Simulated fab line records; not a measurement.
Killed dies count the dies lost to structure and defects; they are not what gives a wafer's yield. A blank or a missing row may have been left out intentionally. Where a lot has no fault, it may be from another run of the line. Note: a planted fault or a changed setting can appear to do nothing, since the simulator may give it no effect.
fab line records | flow n5Finfet
[record] lots = 7 | wafers = 21
route steps=1938 shown BEOL_M9@1458 BEOL_M10@1509 BEOL_M12@1605 BEOL_M13@1682
startH: start of the lot's first displayed wafer, in hours after the record's first day | waitH: how many hours have passed since the lot's step before this one | " identical to the entry in the row above | L1.1+2: several wafers, shown together as one row | - either no value or no given start | * or withheld: withheld | < > ~ a bound
route shown NAME@n: a module of which the file shows steps, and the number in the route of the first | usual: average and standard deviation across the fault-free wafers | same: alike in all rows | chamber/n: place in a boat | sites: the reading at each site | _std_site: the standard deviation of these | _edge_site: the outer-site mean with the inner-site mean subtracted | radiusMm: for every site, how far away it sits from the centre of the wafer | mask NAME#n: copy n | behind: tool/chamber where the wafer was last shaped | hold: what put the lot on hold/how long, in hours/how the hold closed | device: which transistor (n, p or np) failed to switch | end of line: at the end of the route, the tests of the same wafers | step lacking rows: just its recipe | killed: dies lost to structure and defects at the first sort, not the wafer's yield | map: dies across one wafer; x = killed, . = not, _ = none there
set.NAME: the setting that was run; set.NAME@STEP: the one run at that earlier step | model.NAME: the simulator's own value behind a step, which no gauge read
one table per step and one row per wafer, for lots whose settings were changed on purpose
[[steps]]
[step N5_BEOL_M9_ALD_74]
[recipe] material = TaN | targetThkA = 20 | tempC = 275 | aldPrecursorFamily = PDMAT | aldCoReactant = NH3 | pressureTorr = 3 | carrierFlowSccm = 1500 | pulseTimeS = 2 | purgeTimeS = 3 | coReactantPurgeTimeS = 2 | coReactantPulseTimeS = 3 | aldCycles = 40 | precursorVesselTempC = 75 | precursorVesselPressureTorr = 26.25 | precursorVesselCarrierSccm = 1000
lot.wafer  | tool        | chamber | startH | waitH | set.aldCycles
L074.2+5   | aldMetal-04 | 1,2     | 211.39 | 0.2   | 37
L074.6     | "           | 3       | "      | "     | 40
L076.2+3+5 | aldMetal-03 | 2,1,3   | 222.83 | 0.0   | 40
L078.1+2+6 | aldMetal-03 | 1,2,0   | 238.13 | 0.0   | 44
L085.4+5   | aldMetal-04 | 3,0     | 283.79 | 0.0   | 40
L085.6     | "           | 1       | "      | "     | 37
L089.3+4   | aldMetal-04 | 3,2     | 290.14 | 0.0   | 40
L089.5     | "           | 1       | "      | "     | 45
L092.3+4+6 | aldMetal-03 | 2,3,3   | 311.21 | 0.1   | 40
L094.1+2   | aldMetal-04 | 3,2     | 330.57 | 0.0   | 40
L094.6     | "           | 2       | "      | "     | 34
[step N5_BEOL_M9_SURFACE_TREAT_79]
[recipe] gas = Ar | timeS = * | ionEnergyEv = * | ionCurrentMaCm2 = 0.5 | pressureMtorr = * | arFlowSccm = 30
[step N5_BEOL_M9_CVD_78]
[recipe] material = Co | targetThkA = 20 | tempC = withheld | precursor = CCTBA/H2 | pressureTorr = 30 | timeS = 138.9
[step N5_BEOL_M9_ECD_50]
[recipe] material = Cu | targetThkA = 3180
[step N5_BEOL_M9_ANNEAL_51]
[recipe] tempC = 225 | timeS = 90 | ambient = N2
[step N5_BEOL_M9_CMP_52]
[recipe] stopOn = SiCOH_lowk | tOverpolishS = 7 | downForcePsi = 1 | platenRpm = 50 | clearingPlatenDownForcePsi = 1.5 | clearingPlatenRpm = 50 | postCmpClean = cuAlkaline | targetThkNm = 140 | clearingPlatenPadVelocityMS = 0.99484 | padVelocityMS = 0.99484
lot.wafer | tool   | chamber | startH | waitH | set.sourceW@BEOL_M9_TRENCH_ETCH_37 | model.Cu_of_BEOL_M9_ECD_50.thkNm
L074.2    | cmp-04 | 0       | 212.94 | 0.3   | 345                                | 142.6
L074.6    | "      | 2       | "      | "     | 345                                | 146.4
L074.5    | "      | 3       | "      | "     | 345                                | 145.4
L076.2    | cmp-01 | 1       | 223.88 | 0.2   | 313.4                              | 136
L076.3    | "      | 2       | "      | "     | 313.4                              | 131.2
L076.5    | "      | 1       | "      | "     | 345                                | 142.4
L078.2    | cmp-03 | 2       | 239.90 | 0.2   | 362.2                              | 140.2
L078.1    | "      | 3       | "      | "     | 345                                | 136
L078.6    | "      | 2       | "      | "     | 345                                | 137
L085.4    | cmp-04 | 3       | 285.18 | 0.1   | 392.9                              | 146
L085.6    | "      | 3       | "      | "     | 392.9                              | 149.8
L085.5    | "      | 0       | "      | "     | 392.9                              | 144.4
L089.4    | cmp-01 | 3       | 291.42 | 0.2   | 345                                | 134
L089.3    | "      | 0       | "      | "     | 316.8                              | 131
L089.5    | "      | 1       | "      | "     | 345                                | 137.4
L092.4    | cmp-03 | 3       | 312.36 | 0.2   | 345                                | 143.2
L092.3    | "      | 0       | "      | "     | 345                                | 138
L092.6    | "      | 2       | "      | "     | 345                                | 139.4
L094.2    | cmp-01 | 0       | 331.87 | 0.2   | 345                                | 140.4
L094.1    | "      | 2       | "      | "     | 386                                | 153.4
L094.6    | "      | 0       | "      | "     | 345                                | 139.4
[step N5_BEOL_M9_THK_MEAS_53]
[recipe] thkMeasGauge = xrf | reads = Cu_of_BEOL_M9_ECD_50
[usual] M9_THK = 139.0/3
lot.wafer | tool         | chamber | startH | waitH | set.sourceW@BEOL_M9_TRENCH_ETCH_37 | M9_THK[nm]
L074.2    | filmMetro-01 | -       | 213.16 | -     | 345                                | 142.0
L074.5    | "            | -       | "      | "     | 345                                | 145.7
L074.6    | "            | -       | "      | "     | 345                                | 146.6
L076.2    | filmMetro-01 | -       | 224.18 | -     | 313.4                              | 135.3
L076.3    | "            | -       | "      | "     | 313.4                              | 131.0
L076.5    | "            | -       | "      | "     | 345                                | 142.2
L078.1    | filmMetro-02 | -       | 240.15 | -     | 345                                | 133.5
L078.2    | "            | -       | "      | "     | 362.2                              | 137.4
L078.6    | "            | -       | "      | "     | 345                                | 134.5
L085.4    | filmMetro-01 | -       | 285.48 | -     | 392.9                              | 146.2
L085.5    | "            | -       | "      | "     | 392.9                              | 144.8
L085.6    | "            | -       | "      | "     | 392.9                              | 150.3
L089.3    | filmMetro-01 | -       | 291.64 | -     | 316.8                              | 131.0
L089.4    | "            | -       | "      | "     | 345                                | 134.3
L089.5    | "            | -       | "      | "     | 345                                | 137.5
L092.3    | filmMetro-02 | -       | 312.62 | -     | 345                                | 137.3
L092.4    | "            | -       | "      | "     | 345                                | 142.2
L092.6    | "            | -       | "      | "     | 345                                | 139.6
L094.1    | filmMetro-01 | -       | 332.17 | -     | 386                                | 153.4
L094.2    | "            | -       | "      | "     | 345                                | 140.6
L094.6    | "            | -       | "      | "     | 345                                | 139.2
[step N5_BEOL_M9_PRE_CLEAN_55]
[recipe] gas = NH3 | timeS = 15 | tempC = withheld | rfPowerW = 300
[step N5_BEOL_M9_DEP_56]
[recipe] material = SiCN | targetThkA = 150 | tempC = withheld | precursor = 3MS/NH3 | pressureTorr = 3 | rfW = 202 | timeS = 26.5
[step N5_BEOL_M9_RS_MEAS_57]
[recipe] thkMeasGauge = four-point-probe | reads = Cu_of_BEOL_M9_ECD_50+Co_of_BEOL_M9_CVD_78+TaN_of_BEOL_M9_ALD_74
[usual] M9_RS = 0.151/0.0033
lot.wafer | tool         | chamber | startH | waitH | set.sourceW@BEOL_M9_TRENCH_ETCH_37 | M9_RS[ohm/sq]
L074.2    | filmMetro-01 | -       | 213.30 | 0.1   | 345                                | 0.148
L074.5    | "            | -       | "      | "     | 345                                | 0.145
L074.6    | "            | -       | "      | "     | 345                                | 0.144
L076.2    | filmMetro-01 | -       | 224.31 | 0.1   | 313.4                              | 0.156
L076.3    | "            | -       | "      | "     | 313.4                              | 0.162
L076.5    | "            | -       | "      | "     | 345                                | 0.148
L078.1    | filmMetro-01 | -       | 240.29 | 0.1   | 345                                | 0.156
L078.2    | "            | -       | "      | "     | 362.2                              | 0.151
L078.6    | "            | -       | "      | "     | 345                                | 0.155
L085.4    | filmMetro-02 | -       | 285.61 | 0.0   | 392.9                              | 0.144
L085.5    | "            | -       | "      | "     | 392.9                              | 0.146
L085.6    | "            | -       | "      | "     | 392.9                              | 0.140
L089.3    | filmMetro-01 | -       | 291.77 | 0.1   | 316.8                              | 0.163
L089.4    | "            | -       | "      | "     | 345                                | 0.158
L089.5    | "            | -       | "      | "     | 345                                | 0.154
L092.3    | filmMetro-02 | -       | 312.75 | 0.1   | 345                                | 0.153
L092.4    | "            | -       | "      | "     | 345                                | 0.147
L092.6    | "            | -       | "      | "     | 345                                | 0.152
L094.1    | filmMetro-02 | -       | 332.31 | 0.1   | 386                                | 0.137
L094.2    | "            | -       | "      | "     | 345                                | 0.151
L094.6    | "            | -       | "      | "     | 345                                | 0.151
[step N5_BEOL_M10_VIA_ETCH_34]
[recipe] chemistry = C4F6/O2 | target = SiCOH_lowk | targetDepthA = 1845 | maskMaterial = SOC | taperDeg = 4 | timeS = 69.2 | ionEnergyEv = 250 | pressureMtorr = 30 | sourceW = 345 | biasW = 185 | Ar_flow_sccm = 300 | C4F6_flow_sccm = 10 | O2_flow_sccm = 10
[usual] rfVppV = 659/9.8
lot.wafer | tool       | chamber | startH | waitH | set.sourceW | rfVppV | model.etch.depthNm
L074.2    | rieDiel-05 | 3       | 216.59 | 0.0   | 382.7       | 611    | 182.3
L074.5    | "          | 3       | "      | "     | 382.7       | 610    | 183.3
L074.6    | "          | 1       | "      | "     | 345         | 655    | 181.4
L076.2    | rieDiel-05 | 1       | 228.27 | 0.0   | 345         | 652    | 181.3
L076.3    | "          | 0       | "      | "     | 380.1       | 632    | 195.3
L076.5    | "          | 0       | "      | "     | 345         | 664    | 188.8
L078.1    | rieDiel-05 | 1       | 243.78 | 0.0   | 381.9       | 621    | 189
L078.2    | "          | 2       | "      | "     | 345         | 662    | 180.4
L078.6    | "          | 1       | "      | "     | 381.9       | 622    | 190.4
L085.4    | rieDiel-05 | 0       | 289.77 | 0.0   | 361.8       | 647    | 188.4
L085.5    | "          | 3       | "      | "     | 345         | 655    | 179.4
L085.6    | "          | 2       | "      | "     | 345         | 662    | 176.8
L089.3    | rieDiel-04 | 1       | 296.68 | 0.0   | 286.2       | 734    | 167.2
L089.4    | "          | 3       | "      | "     | 286.2       | 729    | 169.4
L089.5    | "          | 1       | "      | "     | 345         | 666    | 180.7
L092.3    | rieDiel-04 | 1       | 320.43 | 0.0   | 345         | 665    | 182.1
L092.4    | "          | 3       | "      | "     | 345         | 663    | 182.5
L092.6    | "          | 1       | "      | "     | 345         | 665    | 181.8
L094.1    | rieDiel-05 | 2       | 335.90 | 0.0   | 345         | 663    | 177.9
L094.2    | "          | 3       | "      | "     | 283.9       | 722    | 167.4
L094.6    | "          | 1       | "      | "     | 345         | 653    | 182.5
[step N5_BEOL_M10_ETCH_41]
[recipe] chemistry = CH3F/O2 | target = SiCN | targetDepthA = 426 | taperDeg = 2 | timeS = 86 | ionEnergyEv = 120 | maskMaterial = TiN | pressureMtorr = 30 | sourceW = 395 | biasW = 75 | Ar_flow_sccm = 150 | CH3F_flow_sccm = 30 | O2_flow_sccm = 20
[usual] rfVppV = 297.3/1.8
lot.wafer | tool       | chamber | startH | waitH | set.sourceW | rfVppV
L074.2    | rieDiel-05 | 3       | -      | -     | 395         | 294.1
L074.5    | "          | 3       | "      | "     | 344.1       | 309.0
L074.6    | "          | 1       | "      | "     | 395         | 298.4
L076.2    | rieDiel-05 | 1       | -      | -     | 430.7       | 286.9
L076.3    | "          | 0       | "      | "     | 395         | 299.7
L076.5    | "          | 0       | "      | "     | 395         | 299.7
L078.1    | rieDiel-05 | 1       | -      | -     | 335.3       | 311.9
L078.2    | "          | 2       | "      | "     | 395         | 299.2
L078.6    | "          | 1       | "      | "     | 335.3       | 311.7
L085.4    | rieDiel-05 | 0       | -      | -     | 395         | 298.9
L085.5    | "          | 3       | "      | "     | 395         | 300.3
L085.6    | "          | 2       | "      | "     | 395         | 299.3
L089.3    | rieDiel-04 | 1       | -      | -     | 331         | 313.4
L089.4    | "          | 3       | "      | "     | 395         | 298.1
L089.5    | "          | 1       | "      | "     | 331         | 313.8
L092.3    | rieDiel-04 | 1       | -      | -     | 395         | 295.2
L092.4    | "          | 3       | "      | "     | 395         | 298.1
L092.6    | "          | 1       | "      | "     | 395         | 293.9
L094.1    | rieDiel-05 | 2       | -      | -     | 459.2       | 284.6
L094.2    | "          | 3       | "      | "     | 459.2       | 283.4
L094.6    | "          | 1       | "      | "     | 395         | 295.5
[step N5_BEOL_M12_COAT_04]
[recipe] spinRpm = 1625 | resistThkNm = 400
lot.wafer | tool          | chamber | startH | waitH | set.spinRpm | model.coat_of_BEOL_M12_COAT_04.thkNm
L074.2+6  | lithoTrack-03 | 0       | -      | -     | 1776        | 380.4
L074.5    | "             | 0       | "      | "     | 1625        | 398.6
L076.2    | lithoTrack-03 | 0       | -      | -     | 1625        | 400.4
L076.3+5  | "             | 0       | "      | "     | 1625        | 400
L078.1    | lithoTrack-03 | 0       | -      | -     | 1625        | 399.8
L078.2    | "             | 0       | "      | "     | 1480        | 420.2
L078.6    | "             | 0       | "      | "     | 1480        | 419.2
L085.4    | lithoTrack-03 | 0       | -      | -     | 1784        | 381.6
L085.5    | "             | 0       | "      | "     | 1625        | 398.8
L085.6    | "             | 0       | "      | "     | 1784        | 381.4
L089.3    | lithoTrack-05 | 0       | -      | -     | 1464        | 422
L089.4    | "             | 0       | "      | "     | 1625        | 401
L089.5    | "             | 0       | "      | "     | 1464        | 421.8
L092.3    | lithoTrack-05 | 0       | -      | -     | 1625        | 398
L092.4    | "             | 0       | "      | "     | 1625        | 400
L092.6    | "             | 0       | "      | "     | 1625        | 399.6
L094.1+6  | lithoTrack-05 | 0       | -      | -     | 1501        | 417.6
L094.2    | "             | 0       | "      | "     | 1625        | 401.2
[step N5_BEOL_M12_PEB_08]
[recipe] pebTempC = 130 | pebTimeS = 90
lot.wafer  | tool          | chamber | startH | waitH | set.pebTimeS
L074.2     | lithoTrack-03 | 0       | 229.75 | 0.0   | 83.25
L074.5+6   | "             | 0       | "      | "     | 90
L076.2+5   | lithoTrack-02 | 0       | 239.61 | 0.0   | 90
L076.3     | "             | 0       | "      | "     | 80.71
L078.1+2+6 | lithoTrack-02 | 0       | 254.54 | 0.1   | 90
L085.4+5+6 | lithoTrack-03 | 0       | 301.20 | 0.0   | 90
L089.3+4+5 | lithoTrack-03 | 0       | 310.62 | 0.0   | 90
L092.3+4+6 | lithoTrack-05 | 0       | 332.01 | 0.0   | 90
L094.1     | lithoTrack-05 | 0       | 349.78 | 0.1   | 98.86
L094.2+6   | "             | 0       | "      | "     | 90
[step N5_BEOL_M12_DEVELOP_09]
[recipe] developTimeS = 45 | rinseLiquid = diw | dry = airSpin | devTempC = 21
[step N5_BEOL_M12_HARDBAKE_14]
[recipe] tempC = 130 | timeS = 120
[step N5_BEOL_M12_DESCUM_15]
[recipe] chemistry = O2 | timeS = 7.9 | sourcePowerW = 50 | biasPowerW = 20 | pressureMtorr = 20 | rfFrequencyHz = 2.712e+07 | tempC = 40 | o2FlowSccm = 225
[step N5_BEOL_M12_ETCH_59]
[recipe] chemistry = N2/H2 | target = BARC | targetDepthA = 890 | overetchA = 267 | timeS = 67.9 | ionEnergyEv = 200 | pressureMtorr = 30 | sourceW = 840 | biasW = 150 | n2FlowSccm = 200 | h2FlowSccm = 200
[step N5_BEOL_M12_VIA_ETCH_16]
[recipe] chemistry = C4F8/O2/Ar | target = SiOC | pressureMtorr = 30 | sourceW = 3000 | biasW = 700 | Ar_flow_sccm = 400 | C4F8_flow_sccm = 15 | O2_flow_sccm = 8 | heInnerTorr = 15 | heOuterTorr = 30 | targetDepthA = 7248 | timeS = withheld | ionEnergyEv = 250 | ends = cleared
lot.wafer | tool       | chamber | startH | waitH | set.spinRpm@BEOL_M12_COAT_04 | model.coat_of_BEOL_M12_COAT_04.thkNm
L074.2    | rieDiel-06 | 2       | 230.04 | 0.0   | 1776                         | 103.6
L074.5    | "          | 2       | "      | "     | 1625                         | 117.4
L074.6    | "          | 3       | "      | "     | 1776                         | 98.4
L076.2    | rieDiel-04 | 0       | 239.90 | 0.0   | 1625                         | 126.4
L076.3    | "          | 2       | "      | "     | 1625                         | 124
L076.5    | "          | 3       | "      | "     | 1625                         | 118.6
L078.1    | rieDiel-06 | 1       | 254.83 | 0.0   | 1625                         | 121.4
L078.2    | "          | 0       | "      | "     | 1480                         | 142.6
L078.6    | "          | 3       | "      | "     | 1480                         | 136
L085.4    | rieDiel-06 | 1       | 301.49 | 0.0   | 1784                         | 104.4
L085.5    | "          | 3       | "      | "     | 1625                         | 118.2
L085.6    | "          | 2       | "      | "     | 1784                         | 100
L089.3    | rieDiel-05 | 1       | 310.91 | 0.0   | 1464                         | 149.2
L089.4    | "          | 3       | "      | "     | 1625                         | 125.4
L089.5    | "          | 1       | "      | "     | 1464                         | 144
L092.3    | rieDiel-05 | 2       | 332.34 | 0.0   | 1625                         | 126.4
L092.4    | "          | 1       | "      | "     | 1625                         | 123
L092.6    | "          | 3       | "      | "     | 1625                         | 122.4
L094.1    | rieDiel-06 | 0       | 350.07 | 0.0   | 1501                         | 142.8
L094.2    | "          | 1       | "      | "     | 1625                         | 125.4
L094.6    | "          | 0       | "      | "     | 1501                         | 140.4
[step N5_BEOL_M12_STRIP_63]
[recipe] chemistry = N2/H2 | powerW = 1000 | tempC = 250 | h2Frac = 0.65 | overashFraction = 0.3 | pressureMtorr = 1000 | n2FlowSccm = 1750 | h2FlowSccm = 3250
[usual] stripTimeToEndpointS = 42.5/0.95
lot.wafer | tool           | chamber | startH | waitH | set.spinRpm@BEOL_M12_COAT_04 | stripTimeToEndpointS
L074.2    | plasmaAsher-02 | 1       | 230.24 | -     | 1776                         | 37.2
L074.5    | "              | 0       | "      | "     | 1625                         | 41.0
L074.6    | "              | 1       | "      | "     | 1776                         | 35.8
L076.2    | plasmaAsher-01 | 1       | 240.10 | -     | 1625                         | 43.4
L076.3    | "              | 0       | "      | "     | 1625                         | 42.8
L076.5    | "              | 1       | "      | "     | 1625                         | 41.3
L078.1    | plasmaAsher-01 | 0       | 255.03 | -     | 1625                         | 42.0
L078.2    | "              | 1       | "      | "     | 1480                         | 47.7
L078.6    | "              | 0       | "      | "     | 1480                         | 46.0
L085.4    | plasmaAsher-02 | 0       | 302.21 | -     | 1784                         | 37.4
L085.5    | "              | 0       | "      | "     | 1625                         | 41.2
L085.6    | "              | 1       | "      | "     | 1784                         | 36.2
L089.3    | plasmaAsher-01 | 0       | 311.13 | -     | 1464                         | 49.5
L089.4    | "              | 1       | "      | "     | 1625                         | 43.2
L089.5    | "              | 1       | "      | "     | 1464                         | 48.1
L092.3    | plasmaAsher-01 | 0       | 332.67 | -     | 1625                         | 43.4
L092.4    | "              | 1       | "      | "     | 1625                         | 42.5
L092.6    | "              | 0       | "      | "     | 1625                         | 42.3
L094.1    | plasmaAsher-02 | 1       | 350.27 | -     | 1501                         | 47.7
L094.2    | "              | 0       | "      | "     | 1625                         | 43.1
L094.6    | "              | 0       | "      | "     | 1501                         | 47.1
[step N5_BEOL_M12_SPUTTER_44]
[recipe] material = Ta | targetThkA = 100 | tempC = 50 | biasV = 80 | powerW = 15000 | chamberPressurePa = 0.07 | timeS = 16.13
lot.wafer  | tool          | chamber | startH | waitH | set.timeS | model.Ta_of_BEOL_M12_SPUTTER_44.thkNm
L074.2     | pvdSputter-01 | -       | 231.96 | 0.0   | 14.38     | 9
L074.5     | "             | -       | "      | "     | 14.38     | 8.8
L074.6     | "             | -       | "      | "     | 16.13     | 10.2
L076.2     | pvdSputter-01 | -       | 244.90 | 0.0   | 14.64     | 9.2
L076.3     | "             | -       | "      | "     | 16.13     | 10
L076.5     | "             | -       | "      | "     | 14.64     | 8.8
L078.1+2+6 | pvdSputter-02 | -       | 259.89 | 0.0   | 16.13     | 10.2
L085.4+5   | pvdSputter-02 | -       | 309.43 | 0.0   | 16.13     | 10
L085.6     | "             | -       | "      | "     | 16.13     | 10.2
L089.3+5   | pvdSputter-03 | -       | 314.45 | 0.0   | 16.13     | 10.2
L089.4     | "             | -       | "      | "     | 18.25     | 11.4
L092.3     | pvdSputter-01 | -       | 336.37 | 0.0   | 16.13     | 9.6
L092.4+6   | "             | -       | "      | "     | 16.13     | 9.8
L094.1+6   | pvdSputter-01 | -       | 363.71 | 0.0   | 16.13     | 10
L094.2     | "             | -       | "      | "     | 13.76     | 8.6
[step N5_BEOL_M13_COAT_22]
[recipe] spinRpm = 2888 | resistThkNm = 300
lot.wafer | tool          | chamber | startH | waitH | set.spinRpm | model.coat_of_BEOL_M13_COAT_22.thkNm
L074.2    | lithoTrack-05 | 0       | -      | -     | 2888        | 299.2
L074.5+6  | "             | 0       | "      | "     | 2888        | 300.2
L076.2    | lithoTrack-01 | 0       | -      | -     | 2888        | 300.2
L076.3    | "             | 0       | "      | "     | 2775        | 305.4
L076.5    | "             | 0       | "      | "     | 2775        | 305.6
L078.1    | lithoTrack-04 | 0       | -      | -     | 2888        | 302.8
L078.2    | "             | 0       | "      | "     | 2888        | 302
L078.6    | "             | 0       | "      | "     | 2888        | 302.4
L085.4    | lithoTrack-05 | 0       | -      | -     | 2888        | 298.8
L085.5    | "             | 0       | "      | "     | 2595        | 316.6
L085.6    | "             | 0       | "      | "     | 2888        | 299.6
L089.3    | lithoTrack-04 | 0       | -      | -     | 2888        | 299.6
L089.4    | "             | 0       | "      | "     | 2888        | 300.4
L089.5    | "             | 0       | "      | "     | 2888        | 300.8
L092.3    | lithoTrack-05 | 0       | -      | -     | 2888        | 299.4
L092.4    | "             | 0       | "      | "     | 2888        | 299.6
L092.6    | "             | 0       | "      | "     | 2888        | 298.8
L094.1    | lithoTrack-04 | 0       | -      | -     | 2888        | 299.8
L094.2    | "             | 0       | "      | "     | 2888        | 298.8
L094.6    | "             | 0       | "      | "     | 2569        | 318.2
[[key]]
[split] step = N5_BEOL_M9_ALD_74 | setting = aldCycles | stated = 40 | by = wafer
response none clear
[split] step = N5_BEOL_M10_VIA_ETCH_34 | setting = sourceW | stated = 345 | by = wafer
[response] step = N5_BEOL_M10_VIA_ETCH_34 | reading = rfVppV | change = -3.6 | per = 1% | r = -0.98
[response] step = N5_BEOL_M10_VIA_ETCH_34 | reading = model.etch.depthNm | change = +0.732 | per = 1% | r = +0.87
[split] step = N5_BEOL_M10_ETCH_41 | setting = sourceW | stated = 395 | by = wafer
[response] step = N5_BEOL_M10_ETCH_41 | reading = rfVppV | change = -0.906 | per = 1% | r = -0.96
[split] step = N5_BEOL_M12_COAT_04 | setting = spinRpm | stated = 1625 | by = wafer
[response] step = N5_BEOL_M12_COAT_04 | reading = model.coat_of_BEOL_M12_COAT_04.thkNm | change = -2.03 | per = 1% | r = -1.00
[response] step = N5_BEOL_M12_VIA_ETCH_16 | reading = model.coat_of_BEOL_M12_COAT_04.thkNm | change = -1.92 | per = 1% | r = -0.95
[response] step = N5_BEOL_M12_STRIP_63 | reading = stripTimeToEndpointS | change = * | per = 1% | r = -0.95
[split] step = N5_BEOL_M12_PEB_08 | setting = pebTimeS | stated = 90 | by = wafer
response none clear
[split] step = N5_BEOL_M12_SPUTTER_44 | setting = timeS | stated = 16.13 | by = wafer
[response] step = N5_BEOL_M12_SPUTTER_44 | reading = model.Ta_of_BEOL_M12_SPUTTER_44.thkNm | change = +0.101 | per = 1% | r = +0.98
[split] step = N5_BEOL_M13_COAT_22 | setting = spinRpm | stated = 2888 | by = wafer
[response] step = N5_BEOL_M13_COAT_22 | reading = model.coat_of_BEOL_M13_COAT_22.thkNm | change = -1.69 | per = 1% | r = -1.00
split outsideThisFile step=N5_BEOL_M9_TRENCH_ETCH_37 setting=sourceW
// split outsideThisFile: this setting was split too, and the file shows its column; the key of that split is in another file
